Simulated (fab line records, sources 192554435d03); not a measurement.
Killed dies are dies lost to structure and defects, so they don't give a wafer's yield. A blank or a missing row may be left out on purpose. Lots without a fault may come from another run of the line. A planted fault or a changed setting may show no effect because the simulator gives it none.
Split-lot experiment | flow n5_finfet | 7 lots, 21 wafers read, on a route of 1938 steps

THE SPLIT
At N5_BEOL_M0_SAQP_PECVD_03 (deposits SiCN from 3MS/NH3, target thk 12 nm, time 21.1 s), the setting time_s was moved away from the recipe's 21.1 s on 8 of the 21 wafers read, by -14.2% to +13.6%. The other wafers ran this setting at the recipe's value.

The reading is taken at the split's own step.

THE READING
SiCN_of_BEOL_M0_SAQP_PECVD_03.thk_nm (the simulator's own value, which no gauge read), in nm, at N5_BEOL_M0_SAQP_PECVD_03 (deposits SiCN from 3MS/NH3, target thk 12 nm, time 21.1 s). The file gives no usual value for it. The 13 wafers here that ran the recipe average 11.9 nm, standard deviation 0.19 nm.

wafer  | tool, chamber at the split | time_s as run, s | against the recipe | SiCN_of_BEOL_M0_SAQP_PECVD_03.thk_nm, nm | against lot-mates on the recipe
L079.1 | pecvd-02, 1                | 21.1             | recipe             | 11.8                                     | -
L079.4 | pecvd-02, 2,0              | 21.1             | recipe             | 12.2                                     | -
L079.6 | pecvd-02, 2,0              | 21.1             | recipe             | 12.2                                     | -
L080.2 | pecvd-04, 0                | 18.1             | -14.2%             | 10.2                                     | -1.6
L080.3 | pecvd-04, 2                | 21.1             | recipe             | 11.8                                     | -
L080.6 | pecvd-04, 2                | 18.1             | -14.2%             | 10.4                                     | -1.4
L083.2 | pecvd-02, 2                | 23.28            | +10.3%             | 13                                       | +1.2
L083.3 | pecvd-02, 1                | 23.28            | +10.3%             | 12.8                                     | +1.0
L083.4 | pecvd-02, 2                | 21.1             | recipe             | 11.8                                     | -
L086.4 | pecvd-01, 2,0              | 20.14            | -4.5%              | 11.6                                     | -0.4
L086.5 | pecvd-01, 2,0              | 20.14            | -4.5%              | 11.6                                     | -0.4
L086.6 | pecvd-01, 1                | 21.1             | recipe             | 12                                       | -
L088.1 | pecvd-02, 1,2              | 21.1             | recipe             | 11.6                                     | -
L088.4 | pecvd-02, 1,2              | 21.1             | recipe             | 11.6                                     | -
L088.6 | pecvd-02, 1                | 21.1             | recipe             | 11.8                                     | -
L089.4 | pecvd-02, 1,2              | 21.1             | recipe             | 12                                       | -
L089.5 | pecvd-02, 1,2              | 21.1             | recipe             | 12                                       | -
L089.6 | pecvd-02, 0                | 23.97            | +13.6%             | 13.6                                     | +1.6
L094.2 | pecvd-01, 1                | 21.1             | recipe             | 11.8                                     | -
L094.3 | pecvd-01, 0                | 21.1             | recipe             | 12                                       | -
L094.6 | pecvd-01, 2                | 22.68            | +7.5%              | 13.4                                     | +1.5
Where a row lists several chambers, the file gives one row for several wafers and doesn't say which wafer went through which chamber.

THE FIT
A straight line over all 21 wafers: SiCN_of_BEOL_M0_SAQP_PECVD_03.thk_nm changes by +0.115 nm for each +1% of time_s; r = +0.96; the points scatter about the line by 0.24 nm.
The same after taking each lot's own level away (the mean of its wafers on the recipe; 21 wafers): +0.113 nm for each +1%; r = +0.97; scatter 0.18 nm.
On that fit, the largest move of time_s shifts the reading by 1.6 nm.
The lots' own levels span 11.67 to 12.07 nm, that is 2.2 times the standard deviation above.
So the lot-to-lot level changes the slope little: the two slopes agree.
Check: with one of the wafers moved furthest among these (-14.2%) left out of the fit, the line predicts -1.54 nm for it against its lot-mates. It came out at -1.6 nm against them.

OTHER SPLITS ON THESE WAFERS
These wafers also went through other splits before the reading. Each is held against what the fit with the lots' levels taken away leaves over:
other split on the same wafers        | wafers away from the commonest value | r with SiCN_of_BEOL_M0_SAQP_PECVD_03.thk_nm (lot level and that fit taken away)
N5_SDB_EXPOSE_08 dose_mj              | 4                                    | -0.05
N5_HKMG_FIN_ETCH_54 source_w          | 4                                    | -0.01
N5_GATE_CUT_COAT_27 spin_rpm          | 4                                    | -0.05
N5_GATE_CUT_DESCUM_18 time_s          | 7                                    | +0.18
N5_MOL_CONTACT_COAG_ETCH_106 source_w | 10                                   | -0.28
N5_MOL_CONTACT_COAG_COAT_76 spin_rpm  | 3                                    | +0.07
N5_MOL_CONTACT_COAG_COAT_78 spin_rpm  | 6                                    | +0.06

THE FILE'S OWN FIT
SiCN_of_BEOL_M0_SAQP_PECVD_03.thk_nm changes by +0.118 nm for each +1% of time_s, r = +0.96.
